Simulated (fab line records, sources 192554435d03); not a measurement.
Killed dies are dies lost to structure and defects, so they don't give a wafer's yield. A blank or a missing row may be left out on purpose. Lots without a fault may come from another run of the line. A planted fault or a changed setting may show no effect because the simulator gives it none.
fab line records | flow n5_finfet
record lots=5 wafers=12 last_day=17
route steps=1938 shown BEOL_M2@922 BEOL_M3@931 BEOL_M4@1111 PASSIVATION@1936
lots that met no fault: from a run of the same line without faults
start_h: hours from the record's first day to the start of the lot's first wafer shown | wait_h: hours since the lot's step before | " the same as in the row above | L1.1+2: a row that stands for several wafers | - no value, or no start given | * or withheld: withheld | < > ~ a bound
route shown NAME@n: a module of which the file shows steps, and the number in the route of the first | usual: mean/standard deviation of fault-free wafers | same: alike in all rows | chamber/n: place in a boat | sites: the reading at each site | _std_site: their standard deviation | _edge_site: outer sites' mean less inner sites' | radius_mm: how far each site lies from the wafer's centre | mask NAME#n: copy n | behind: the tool/chamber that last shaped the wafer | hold: why the lot was held/for how many hours/how that ended | device: the transistor (n, p or np) that didn't switch | end of line: the same wafers' tests at the end of the route | a step without rows: its recipe alone | killed: dies lost to structure and defects at the first sort, not the wafer's yield | map: a wafer's dies, x killed, . not, _ none there
set.NAME: the setting as run; set.NAME@STEP: as run at that earlier step | model.NAME: the simulator's own value behind a step, which no gauge read
lots at some steps of the route; a table a step, a row a wafer
services: from which hour (start_h, from the record's first day; less than 0 if before it) a tool's chamber was out of use, for how many hours, and why
## steps
# step N5_BEOL_M2_ANNEAL_51
# recipe temp_c=225 time_s=90 ambient=N2
# step N5_BEOL_M2_CMP_52
# recipe stop_on=SiOC t_overpolish_s=6.8 down_force_psi=1 platen_rpm=50 clearing_platen_down_force_psi=1.5 clearing_platen_rpm=50 post_cmp_clean=cu_alkaline target_thk_nm=40 clearing_platen_pad_velocity_m_s=0.99484 pad_velocity_m_s=0.99484
# step N5_BEOL_M2_PRE_CLEAN_60
# recipe gas=NH3/H2 time_s=15 temp_c=* rf_power_w=300
# step N5_BEOL_M2_CO_CAP_55
# recipe material=Co target_thk_a=20 temp_c=200 precursor=CCTBA/H2 pressure_torr=30 time_s=102.1
# step N5_BEOL_M2_PRE_CLEAN_56
# recipe gas=NH3 time_s=15 temp_c=withheld rf_power_w=300
# step N5_BEOL_M2_DEP_57
# recipe material=SiCN target_thk_a=80 temp_c=withheld precursor=3MS/NH3 pressure_torr=3 rf_w=202 time_s=14
# step N5_BEOL_M3_ILD_DEP_00
# recipe material=SiOC target_thk_a=790 temp_c=350 precursor=DEMS/O2 pressure_torr=5 rf_w=500 time_s=15.3
# step N5_BEOL_M3_PECVD_72
# recipe material=SiO2 target_thk_a=160 temp_c=400 precursor=TEOS/O2 pressure_torr=5.5 rf_w=450 teos_flow_sccm=53.8 gas=O2 flow_sccm=3000 time_s=18
# step N5_BEOL_M3_HM_DEP_02
# recipe material=TiN target_thk_a=200 temp_c=25 chamber_pressure_pa=0.49996
# usual substrate_temp_c=24.98/0.097 susceptor_temp_C=25.00/0.1 throttle_valve_pct=30.4/1
# columns lot.wafer tool chamber start_h wait_h substrate_temp_c susceptor_temp_C throttle_valve_pct model.TiN_of_BEOL_M3_HM_DEP_02.thk_nm
L528.2 pvd_sputter-01 - 154.87 0.7 24.92 24.95 30.8 20
L528.4 " - " " 25.09 24.98 29.6 20.4
L528.5 " - " " 25.08 24.92 30.9 20
L543.2 pvd_sputter-01 - 238.76 0.3 24.94 25.18 30.8 19.6
L543.6 " - " " 25.12 24.89 31.2 11
L544.3 pvd_sputter-01 - 239.45 0.1 24.96 25.14 30.6 11.4
L544.4 " - " " 24.80 24.99 29.3 20.2
L547.2 pvd_sputter-01 - 266.25 1.5 25.13 24.98 31.6 20
L547.6 " - " " 24.99 25.00 31.2 11.4
L550.3 pvd_sputter-02 - 282.75 0.8 25.19 25.04 29.0 20.2
L550.4 " - " " 25.03 25.11 31.3 19.8
L550.6 " - " " 24.94 24.97 29.9 20.2
# step N5_BEOL_M3_COAT_61
# recipe resist=SOC temp_c=250 time_s=60 spin_rpm=1500 resist_thk_nm=60
# step N5_BEOL_M3_COAT_62
# recipe resist=SiARC temp_c=220 time_s=60 spin_rpm=1500 resist_thk_nm=12
# step N5_BEOL_M3_COAT_73
# recipe resist=underlayer temp_c=205 time_s=60 spin_rpm=1500 resist_thk_nm=5
# step N5_BEOL_M3_COAT_05
# recipe resist=CAR-EUV spin_rpm=1500 resist_thk_nm=30
# step N5_BEOL_M3_EBR_07
# recipe solvent=PGMEA ebr_width_mm=1.5
# step N5_BEOL_M3_SOFTBAKE_06
# recipe temp_c=110 time_s=60 resist=CAR-EUV
# step N5_BEOL_M3_EXPOSE_08
# recipe mask_id=M3 na=0.33 source_shape=dipole sigma_inner=0.369 sigma_outer=0.767 polarization=unpolarized dose_mj=33
# step N5_BEOL_M3_PEB_09
# recipe peb_temp_c=100 peb_time_s=60 resist=CAR-EUV
# step N5_BEOL_M3_DEVELOP_10
# recipe develop_time_s=30 developer=TMAH resist=CAR-EUV rinse_liquid=surfactant_rinse dry=air_spin dev_temp_c=23
# step N5_BEOL_M3_DESCUM_16
# recipe chemistry=O2 time_s=7 source_power_w=50 bias_power_w=20 pressure_mtorr=20 rf_frequency_hz=2.712e+07 temp_c=40 resist=CAR-EUV o2_flow_sccm=225
# step N5_BEOL_M3_ETCH_74
# recipe chemistry=N2/H2 target=underlayer target_depth_a=65 mask_material=CAR-EUV time_s=5.2 ion_energy_ev=200 pressure_mtorr=30 source_w=840 bias_w=150 n2_flow_sccm=200 h2_flow_sccm=200 ends=cleared
# step N5_BEOL_M3_ETCH_63
# recipe chemistry=CF4 target=SiARC target_depth_a=156 mask_material=CAR-EUV time_s=26 ion_energy_ev=80 pressure_mtorr=40 source_w=545 bias_w=36 Ar_flow_sccm=100 cf4_flow_sccm=100 ends=cleared
# step N5_BEOL_M3_ETCH_64
# recipe chemistry=N2/H2 target=SOC target_depth_a=750 overetch_a=150 mask_material=SiARC temp_c=40 time_s=112.5 ion_energy_ev=200 pressure_mtorr=30 source_w=840 bias_w=150 n2_flow_sccm=200 h2_flow_sccm=200
# step N5_BEOL_M3_STRIP_65
# recipe chemistry=N2/H2 temp_c=40 n2_flow_sccm=200 h2_flow_sccm=200 rf_frequency_hz=6e+07
# step N5_BEOL_M3_STRIP_75
# recipe chemistry=N2/H2 temp_c=40 n2_flow_sccm=200 h2_flow_sccm=200 rf_frequency_hz=6e+07
# step N5_BEOL_M3_STRIP_66
# recipe chemistry=CF4 resist=SiARC power_w=300 bias_power_w=75 pressure_mtorr=50 cf4_flow_sccm=150 rf_frequency_hz=6e+07
# step N5_BEOL_M3_HM_OPEN_17
# recipe chemistry=Cl2/BCl3 target_depth_a=200 overetch_a=60 target=TiN mask_material=SOC ion_energy_ev=150 pressure_mtorr=10 icp_w=1000 bias_w=126 Cl2_flow_sccm=53.25 bcl3_flow_sccm=21.75 Ar_flow_sccm=25
# usual bias_w=126.1/0.45 drypump_motor_current_A=5.6/0.33 oes_product_au=0.72/0.077 throttle_valve_pct=22.06/0.15
# columns lot.wafer tool chamber start_h wait_h bias_w drypump_motor_current_A oes_product_au rf_hours_counter_h throttle_valve_pct model.etch.depth_nm
L528.2 rie_metal-03 0 155.63 0.0 125.5 5.7 0.70 30 22.00 20.08
L528.4 " 0 " " 126.0 5.6 0.70 - 22.00 20.43
L528.5 " 0 " " 125.5 5.6 0.69 - 22.01 19.99
L543.2 rie_metal-03 0 239.52 0.0 126.6 5.7 0.67 37 22.05 19.54
L543.6 " 0 " " 126.4 5.7 0.51 - 22.31 11.01
L544.3 rie_metal-03 1 240.24 0.1 125.7 5.7 0.58 - 22.24 11.43
L544.4 " 0 " " 125.8 5.7 0.69 - 22.04 20.13
L547.2 rie_metal-01 0 267.18 0.0 126.3 5.1 0.72 24 21.97 19.97
L547.6 " 1 " " 126.1 5.5 0.56 - 22.28 11.38
L550.3 rie_metal-03 1 283.68 0.1 125.9 5.7 0.73 - 21.99 20.14
L550.4 " 0 " " 126.1 5.7 0.67 - 22.04 19.83
L550.6 " 0 " " 126.2 5.7 0.67 - 22.05 20.15
# step N5_BEOL_M3_STRIP_19
# recipe chemistry=O2 power_w=400 temp_c=40 pressure_mtorr=30 rf_frequency_hz=6e+07 bias_power_w=0 overash_fraction=0.2 o2_flow_sccm=225
# step N5_BEOL_M3_COAT_67
# recipe resist=SOC temp_c=250 time_s=60 spin_rpm=1500 resist_thk_nm=60
# step N5_BEOL_M3_COAT_68
# recipe resist=SiARC temp_c=220 time_s=60 spin_rpm=1500 resist_thk_nm=12
# step N5_BEOL_M3_COAT_76
# recipe resist=underlayer temp_c=205 time_s=60 spin_rpm=1500 resist_thk_nm=5
# step N5_BEOL_M3_COAT_22
# recipe resist=CAR-EUV spin_rpm=1500 resist_thk_nm=30
# step N5_BEOL_M3_EBR_24
# recipe solvent=PGMEA ebr_width_mm=1.5
# step N5_BEOL_M3_SOFTBAKE_23
# recipe temp_c=110 time_s=60 resist=CAR-EUV
# step N5_BEOL_M3_EXPOSE_25
# recipe mask_id=V2 na=0.33 source_shape=quasar sigma_inner=0.2 sigma_outer=0.8 polarization=unpolarized defocus_nm=5 dose_mj=63
# step N5_BEOL_M3_TRENCH_ETCH_37
# recipe chemistry=C4F6/O2 target_depth_a=555.55 target=SiOC time_s=29.2 ion_energy_ev=250 pressure_mtorr=30 source_w=355 bias_w=185 Ar_flow_sccm=300 C4F6_flow_sccm=10 O2_flow_sccm=10
# usual bias_w=185.0/0.57 drypump_motor_current_A=5.5/0.5 oes_o_777_au=0.81/0.11 oes_product_au=0.80/0.1 rf_vpp_V=660/11 showerhead_plenum_p_Torr=2.86/0.1 throttle_valve_pct=20.80/0.23
# columns lot.wafer tool chamber start_h wait_h bias_w drypump_motor_current_A oes_o_777_au oes_product_au rf_hours_counter_h rf_vpp_V showerhead_plenum_p_Torr throttle_valve_pct model.TiN_of_BEOL_M3_HM_DEP_02.thk_nm
L528.2 rie_diel-02 0 - - 185.6 6.5 0.70 0.68 242 640 2.92 20.71 17.8
L528.4 " 1 " " 185.3 5.6 0.75 0.74 151 659 2.97 21.03 18.2
L528.5 " 2 " " 184.7 5.1 0.68 0.71 - 679 2.84 20.77 17.6
L543.2 rie_diel-04 0 - - 185.3 5.4 0.92 0.89 36 666 2.78 20.65 17.2
L543.6 " 0 " " 185.0 5.4 0.91 0.89 - 666 2.78 20.65 8.6
L544.3 rie_diel-02 1 - - 184.9 5.6 0.73 0.73 181 657 2.96 21.08 9
L544.4 " 1 " " 184.2 5.6 0.73 0.73 - 657 2.96 21.09 17.8
L547.2 rie_diel-02 0 - - 185.4 6.5 0.93 0.90 17 640 2.91 20.30 17.6
L547.6 " 2 " " 184.2 5.1 0.66 0.69 - 678 2.82 20.82 9
L550.3 rie_diel-04 2 - - 185.5 4.8 0.84 0.85 55 664 3.02 20.81 17.8
L550.4 " 0 " " 184.4 5.4 0.90 0.89 47 666 2.78 20.67 17.4
L550.6 " 3 " " 185.0 5.9 0.69 0.67 - 663 2.67 21.13 17.8
# step N5_BEOL_M4_RC_MEAS_101
# usual DIBL_N=35.8/1.8 DIBL_P=35.6/2 IOFF_N=0.148/0.028 IOFF_P=0.20/0.034 ION_N=672/12 ION_P=462/8.5 SS_N=71.2/0.65 SS_P=73.1/0.67 VT_N=251/3.3 VT_P=-251/3.8
# columns lot.wafer tool chamber start_h wait_h DIBL_N[mV/V] DIBL_P[mV/V] IOFF_N[nA/um] IOFF_P[nA/um] ION_N[uA/um] ION_P[uA/um] SS_N[mV/dec] SS_P[mV/dec] VT_N[mV] VT_P[mV]
L528.2 prober-01 0 171.13 0.2 37.9 39.4 0.177 0.23 676 472 70.7 74.2 249 -248
L528.4 " 0 " " 34.7 35.9 0.128 0.19 672 465 70.4 73.0 251 -252
L528.5 " 0 " " 36.8 38.1 0.155 0.22 676 466 70.5 72.9 249 -248
L543.2 prober-01 0 262.67 0.2 38.2 38.2 0.196 0.23 683 467 71.8 73.7 247 -250
L543.6 " 0 " " 34.9 34.4 0.134 0.18 679 459 70.9 72.8 254 -252
L544.3 prober-02 0 264.51 0.3 33.9 33.7 0.088 0.12 642 441 71.0 72.9 262 -259
L544.4 " 0 " " 39.0 40.2 0.174 0.21 670 449 72.3 73.7 253 -252
L547.2 prober-02 0 283.09 0.2 37.5 35.6 0.165 0.20 670 454 71.8 73.2 252 -251
L547.6 " 0 " " 37.9 36.2 0.174 0.20 669 453 71.5 73.8 252 -251
L550.3 prober-02 0 311.02 0.3 34.3 34.4 0.142 0.20 690 471 70.7 72.1 253 -250
L550.4 " 0 " " 37.9 38.2 0.200 0.25 686 472 71.2 73.8 247 -247
L550.6 " 0 " " 38.1 38.1 0.214 0.26 705 481 71.2 72.8 243 -244
# step N5_PASSIVATION_PROBE_49
# usual defect_limited_yield=91.3/1.5 killed_at_M0_to_M3=34/11 killed_at_M4_up=14/6.1 killed_at_contacts=12/5.9 killed_at_front_end=39/11 killed_at_other=4/3.3 killed_dies=102/18 killed_open=67/13 killed_short=33/7.9 sort_bin_5_function=5.1/1 sort_bin_6_memory=3.3/0.7 sort_bin_8_speed=0.1/0.69 sort_n_pass=1077/19 sort_yield_pct=91.3/1.6
# same gross_dies=1180 killed_at_back_side=0 sort_bin_4_leakage[%]=0
# columns lot.wafer tool chamber start_h wait_h defect_limited_yield[%] killed_at_M0_to_M3 killed_at_M4_up killed_at_contacts killed_at_front_end killed_at_other killed_dies killed_open killed_short sort_bin_5_function[%] sort_bin_6_memory[%] sort_bin_8_speed[%] sort_n_pass sort_yield_pct[%]
L528.2 prober-01 - 264.87 0.1 91.2 49 6 3 43 3 104 62 41 5.2 3.4 0 1076 91.2
L528.4 prober-01 - 264.97 0.2 91.4 44 11 8 27 12 102 64 35 5.1 3.4 0 1078 91.4
L528.5 prober-01 - 265.02 0.2 90.3 43 7 14 46 5 115 78 36 6.0 3.5 0 1065 90.3
# killed by level:class
L528.2 DUMMY_GATE:geometric_particle:open=11 BEOL_M2:geometric_particle:open=10 BEOL_M0_SAQP:geometric_particle:short=9 DUMMY_GATE:geometric_particle:short=7 BEOL_M1:geometric_particle:open=6 BEOL_M0_SAQP:geometric_particle:open=6 BEOL_M2:geometric_particle:short=6 BEOL_M3:geometric_particle:open=5
L528.4 BEOL_M0_SAQP:geometric_particle:open=10 BEOL_M2:geometric_particle:open=9 GATE_CUT:geometric_particle:open=7 BEOL_M0_SAQP:geometric_particle:short=7 BEOL_M1:geometric_particle:short=7 MOL_CONTACT_COAG:geometric_particle:open=5 BEOL_M4:geometric_particle:open=5 FIN_SAQP:geometric_particle:short=4
L528.5 STI_FIN_REVEAL:geometric_particle:open=17 MOL_CONTACT_COAG:geometric_particle:open=13 DUMMY_GATE:geometric_particle:open=9 BEOL_M0_SAQP:geometric_particle:open=9 BEOL_M0_SAQP:geometric_particle:short=8 BEOL_M1:geometric_particle:short=7 BEOL_M2:geometric_particle:open=7 BEOL_M2:geometric_particle:short=6
## services
# columns tool chamber start_h hours kind
rie_metal-03 1 145.12 1.7 repair
rie_metal-01 - 148.56 1.0 repair
rie_diel-04 1 178.16 - clean
rie_diel-04 1 178.16 - consumable_replace:focus_ring
rie_diel-04 1 178.16 17.2 scheduled_down
rie_diel-04 1 178.16 17.2 vent_cycle
rie_diel-02 0 185.57 - clean
rie_diel-02 0 185.57 - consumable_replace:focus_ring
rie_diel-02 0 185.57 15.5 scheduled_down
rie_diel-02 0 185.57 15.5 vent_cycle
rie_diel-02 0 227.10 2.8 repair
rie_metal-03 - 234.61 0.4 repair
rie_metal-01 - 263.39 0.9 repair
rie_diel-02 1 264.14 12.0 repair
## key
first_sign none at tools or gauges
model_effect step=N5_BEOL_M3_HM_DEP_02 value=TiN_of_BEOL_M3_HM_DEP_02.thk_nm without=19.67 struck=11.27
model_effect step=N5_BEOL_M3_HM_OPEN_17 value=etch.depth_nm without=19.7 struck=11.28
model_effect step=N5_BEOL_M3_TRENCH_ETCH_37 value=TiN_of_BEOL_M3_HM_DEP_02.thk_nm without=17.33 struck=8.867
met_at N5_BEOL_M3_HM_DEP_02
struck_wafers L543.6,L544.3,L547.6
onset_between 154.87 238.76
fault kind=process_parameter_drift tool=pvd_sputter-01 chamber=- onset_h=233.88 steps=N5_BEOL_M3_HM_DEP_02 channel=target_thk_a offset=* shape=step end_h=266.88 scope=struck_wafers_only acts_in=* stated=*
